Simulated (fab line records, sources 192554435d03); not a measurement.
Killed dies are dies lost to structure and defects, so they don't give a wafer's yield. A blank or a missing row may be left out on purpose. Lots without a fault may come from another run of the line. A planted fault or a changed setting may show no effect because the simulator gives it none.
Chamber matching | flow n5_finfet | N5_FIN_SAQP_MANDREL_ETCH_58 on rie_si-01: 4 sister chambers
The step etches a-Si in HBr/Cl2, stops on SiNx, target depth 45 nm, bt time 10 s, time 27 s. 14 wafers are shown with their chamber, then 7 later ones without.

WAFERS WITH THEIR CHAMBER
wafer  | chamber | drypump_motor_current_A (A) | throttle_valve_pct (%) | oes_product_au (a.u.)
L195.1 | 1       | 5.4                         | 36.09                  | 0.704
L195.4 | 2       | 5.5                         | 35.52                  | 0.713
L195.6 | 2       | 5.5                         | 35.55                  | 0.704
L196.2 | 1       | 5.4                         | 36.11                  | 0.684
L196.3 | 2       | 5.5                         | 35.52                  | 0.703
L196.6 | 1       | 5.4                         | 36.08                  | 0.699
L205.3 | 2       | 5.5                         | 35.55                  | 0.693
L205.4 | 3       | 5.5                         | 35.83                  | 0.695
L205.6 | 0       | 6.6                         | 35.69                  | 0.706
L206.1 | 1       | 5.4                         | 36.11                  | 0.700
L206.3 | 3       | 5.5                         | 35.81                  | 0.694
L206.5 | 1       | 5.5                         | 36.09                  | 0.690
L208.2 | 2       | 5.5                         | 35.55                  | 0.701
L208.5 | 0       | 6.6                         | 35.68                  | 0.714

SIGNATURES (means of the wafers above)
reading                 | chamber 0 | chamber 1 | chamber 2 | chamber 3 | scatter within a chamber
drypump_motor_current_A | 6.600     | 5.420     | 5.500     | 5.500     | 0.0283
throttle_valve_pct      | 35.6850   | 36.0960   | 35.5380   | 35.8200   | 0.0143
oes_product_au          | 0.71000   | 0.69540   | 0.70280   | 0.69450   | 0.0071
Rule: a wafer's distance from a chamber is the root of the sum, over the readings, of the square of ((its reading less the chamber's mean) divided by the reading's scatter). The wafer belongs to the nearest chamber; if the next one is less than 2 further off, it can't be placed. The scatter: the root of (the sum of the squares of (reading less its chamber's mean) over the shown wafers, divided by (wafers less chambers)).

WAFERS WITHOUT THEIR CHAMBER
wafer  | drypump_motor_current_A (A) | throttle_valve_pct (%) | oes_product_au (a.u.)
L208.6 | 5.5                         | 36.09                  | 0.690
L211.3 | 5.5                         | 35.57                  | 0.693
L211.4 | 6.7                         | 35.70                  | 0.706
L211.6 | 5.4                         | 36.07                  | 0.699
L217.4 | 5.4                         | 36.08                  | 0.696
L217.5 | 5.5                         | 35.52                  | 0.707
L217.6 | 5.5                         | 36.08                  | 0.698

WHICH CHAMBER EACH WENT THROUGH
wafer  | from the rows above | in truth
L208.6 | 1                   | 1
L211.3 | 2                   | 2
L211.4 | 0                   | 0
L211.6 | 1                   | 1
L217.4 | 1                   | 1
L217.5 | 2                   | 2
L217.6 | 1                   | 1
Placed correctly: 7 of 7. Can't be placed from these rows: 0. Placed wrongly: 0.
